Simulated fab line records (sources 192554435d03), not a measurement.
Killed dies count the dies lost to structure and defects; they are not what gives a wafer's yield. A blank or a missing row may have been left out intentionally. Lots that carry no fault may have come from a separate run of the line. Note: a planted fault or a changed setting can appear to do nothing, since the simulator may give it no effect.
A struck lot beside a sound one + flow n5Finfet + 16 steps out of a route of 1938
Sound: wafers L112.1, L112.2, L112.6. Struck: wafer L119.6 (L119.1, L119.2, from the same lot, were not struck and are left out); the cause is given at the end.
Order at every step that has rows: each side's tool, ch and its chambers, its first start. Under that, the readings that differ: sound wafers + struck wafers + difference of the means + sigmas: that difference in standard deviations of wafers without a fault.
alike: words and numbers the same on both sides, and readings whose means are apart by under 2 such deviations; not compared: readings that were withheld, readings missing a value for some wafer, numbers with overlapping values and no deviation given by the record, and bounds like >300 which may hide the same value.
The two part at a step that has a row with sigmas, a row that says differs or no value, or rows on one side only. Numbers that have no deviation but don't overlap get no sigmas and don't part them. A reading that every wafer of one side lacks parts them only if that side has two wafers or more.

first, 1 step without rows for these wafers: N5_GATE_CUT_STRIP_42 (strips in O2).
N5_GATE_CUT_ETCH_19: etches SiNx in CH3F/O2, target depth 53.7 nm, time 76.7 s.
  sound on rieDiel-04 ch 2,3, day 6 05:29; struck on rieDiel-05 ch 0, day 7 13:28
| reading                      | sound          | struck | difference | sigmas |
|------------------------------|----------------|--------|------------|--------|
| showerheadPlenumPTorr (Torr) | 2.06 1.95 2.06 | 2.15   | +0.13      | +2     |
  alike: O2_flow_sccm, drypumpMotorCurrentA, etchRfOnTimeS, oesProductAu, rfVppV, throttleValvePct
  not compared: rfHoursCounterH
then, 1 step without rows for these wafers: N5_GATE_CUT_CUT_ETCH_53 (etches W in SF6/Cl2, target depth 79.2 nm).
N5_GATE_CUT_CUT_ETCH_54: etches TiN in Cl2/BCl3, target depth 96.7 nm.
  sound on rieMetal-01 ch 0,1, day 6 05:40; struck on rieMetal-01 ch 0, day 7 13:38
  alike: drypumpMotorCurrentA, etchRfOnTimeS, oesProductAu, throttleValvePct
  not compared: rfHoursCounterH
then, 3 steps without rows for these wafers: N5_GATE_CUT_CUT_ETCH_55 (etches HfO2 in BCl3, target depth 3.2 nm); N5_GATE_CUT_ETCH_47 (etches SiO2 in Cl2/BCl3, target depth 10 nm); N5_GATE_CUT_VAPOR_ETCH_48 (etches TiN in BCl3/Cl2).
N5_GATE_CUT_VAPOR_ETCH_49: etches TiAlC in BCl3/Cl2.
  sound on rieMetal-01 ch 0,1, day 6 05:49; struck on rieMetal-01 ch 0, day 7 13:47
  alike: drypumpMotorCurrentA, oesProductAu
N5_GATE_CUT_VAPOR_ETCH_51: etches HfO2 in BCl3/Cl2.
  sound on rieMetal-01 ch 0,1, day 6 05:50; struck on rieMetal-01 ch 0, day 7 13:49
  alike: drypumpMotorCurrentA, oesProductAu
N5_GATE_CUT_STRIP_21: strips in N2/H2, time 30 s.
  sound on plasmaAsher-01 ch 0,1, day 6 05:53; struck on plasmaAsher-02 ch 0, day 7 13:52
  alike: drypumpMotorCurrentA, heaterPowerW, n2FlowSccm
  not compared: rfHoursCounterH
then, 2 steps without rows for these wafers: N5_GATE_CUT_STRIP_29 (strips in post etch residue remover, time 60 s); N5_GATE_CUT_SRD_52 (time 30 s).
N5_GATE_CUT_ALD_22: deposits SiNx, target thk 16 nm, pulse time 1 s, ald cycles 320.
  sound on aldSin-04 ch 0,1,3, day 6 06:03; struck on aldSin-02 ch 0, day 7 14:01
| reading                                  | sound        | struck | difference | sigmas |
|------------------------------------------|--------------|--------|------------|--------|
| aldCycles                                | 320 320 320  | 352    | +32        |        |
| model.SiNx_of_GATE_CUT_ALD_22.thkNm (nm) | 16 16.2 16.2 | 17.6   | +1.5       |        |
  alike: heaterPowerW, precursorPulseHeightRel
then, 1 step without rows for these wafers: N5_GATE_CUT_CMP_23 (polishes, stops on SiO2, t overpolish 23.4 s, target thk 16 nm).
-- a jump in the record: the struck wafers' starts before and after are 4 days apart (it breaks off in module GATE_CUT and resumes in module BEOL_M4, where the first step shown is number 1111 of the route) --
N5_BEOL_M4_RC_MEAS_101:
  sound on prober-02 ch 0, day 9 22:19; struck on prober-01 ch 0, day 11 09:39
| reading       | sound                | struck | difference | sigmas |
|---------------|----------------------|--------|------------|--------|
| ION_P (uA/um) | 464 472 461          | 450    | -16        | -2     |
| VT_P (mV)     | -248.9 -247.6 -245.5 | -253.3 | -6.0       | -2     |
  alike: DIBL_N, DIBL_P, IOFF_N, IOFF_P, ION_N, SS_N, SS_P, VT_N
then, 1 step without rows for these wafers: N5_PASSIVATION_PROBE_49.

## WHERE THEY PART
Last at N5_BEOL_M4_RC_MEAS_101 as far as this record goes, first at N5_GATE_CUT_ETCH_19.

WHY: what had been put in by the simulator
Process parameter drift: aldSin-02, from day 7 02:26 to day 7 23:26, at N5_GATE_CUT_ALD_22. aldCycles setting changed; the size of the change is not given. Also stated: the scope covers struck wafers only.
